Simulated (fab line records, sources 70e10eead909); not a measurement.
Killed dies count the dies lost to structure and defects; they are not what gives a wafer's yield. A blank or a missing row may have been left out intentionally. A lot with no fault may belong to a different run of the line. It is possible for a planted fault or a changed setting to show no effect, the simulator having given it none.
Struck lot and sound lot, side by side    flow nandHarc    15 steps out of a route of 1159
Sound: the wafers L263.1, L263.2, L263.5. Struck: wafer L257.3 (left out: L257.1, a lot-mate that was not struck); the cause follows at the end.
Each step with rows lists, per side, the tool, then ch with its chambers, then its first start. Under that, the readings that differ: sound wafers    struck wafers    difference of the means    sigmas: that difference in standard deviations of wafers without a fault.
alike: readings with means less than 2 such deviations apart, plus words and numbers identical on both sides. not compared: withheld readings, readings lacking a value on some wafer, bounds such as >300 that could conceal the same value, and numbers that have no deviation in the record and whose values overlap.
Wherever a step has rows on one side only, a row that says differs or no value, or a row with sigmas, the two part there. When numbers do not overlap yet have no deviation, they are printed without sigmas and do not part them. Lack of a reading on every wafer of one side parts them only where that side has two or more wafers.

first, 1 step without rows for these wafers: NHARC_A_ONON_D1_DEP_09 (target thk 1000 nm).
NHARC_A_ONON_D1_THK_MEAS_11: measures by ellipsometry.
  struck on filmMetro-01, day 11 20:18; sound on filmMetro-02, day 13 00:32
  alike: thkNm
next comes 1 step that has no rows for these wafers: NHARC_A_ONON_D1_DEP_12 (target thickness 1000 nm).
NHARC_A_ONON_D1_THK_MEAS_14: measures by ellipsometry.
  struck on filmMetro-01, day 11 20:52; sound on filmMetro-02, day 13 01:07
  alike: thkNm
then, 2 steps without rows for these wafers: NHARC_A_ONON_D1_ANNEAL_15 (time 3600 s); NHARC_A_ONON_D1_DEP_16 (target thk 1000 nm).
NHARC_A_ONON_D1_THK_MEAS_18: measures by ellipsometry.
  struck on filmMetro-02, day 12 03:55; sound on filmMetro-01, day 13 08:13
  alike: thkNm
next comes 1 step that has no rows for these wafers: NHARC_A_ONON_D1_DEP_19 (target thickness 1000 nm).
NHARC_A_ONON_D1_THK_MEAS_21: measures by ellipsometry.
  struck on filmMetro-02, day 12 04:37; sound on filmMetro-02, day 13 08:47
  alike: thkNm
next comes 1 step that has no rows for these wafers: NHARC_A_ONON_D1_DEP_22 (target thickness 1000 nm).
NHARC_A_ONON_D1_THK_MEAS_24: measures by ellipsometry.
  struck on filmMetro-01, day 12 05:19; sound on filmMetro-02, day 13 09:21
reading     sound           struck  difference  sigmas
thkNm (nm)  1012 1011 1012  978     -34         -3
NHARC_A_ONON_D1_DEP_25: target thk 1000 nm.
  sound on pecvdOnon-04 ch 0, day 13 09:24; struck on pecvdOnon-01 ch 0, day 12 05:22
  alike: n2oFlowSccm
NHARC_A_ONON_D1_THK_MEAS_27: measures by ellipsometry.
  struck on filmMetro-01, day 12 05:53; sound on filmMetro-01, day 13 09:55
reading     sound           struck  difference  sigmas
thkNm (nm)  1002 1002 1002  1516    +514        +56
then, 2 steps without rows for these wafers: NHARC_A_ONON_D1_DEP_28 (target thk 1000 nm); NHARC_END_SORT_01.

## WHERE THEY PART
First at NHARC_A_ONON_D1_THK_MEAS_24; last, within this record, at NHARC_A_ONON_D1_THK_MEAS_27.

WHY: what the simulator had put in
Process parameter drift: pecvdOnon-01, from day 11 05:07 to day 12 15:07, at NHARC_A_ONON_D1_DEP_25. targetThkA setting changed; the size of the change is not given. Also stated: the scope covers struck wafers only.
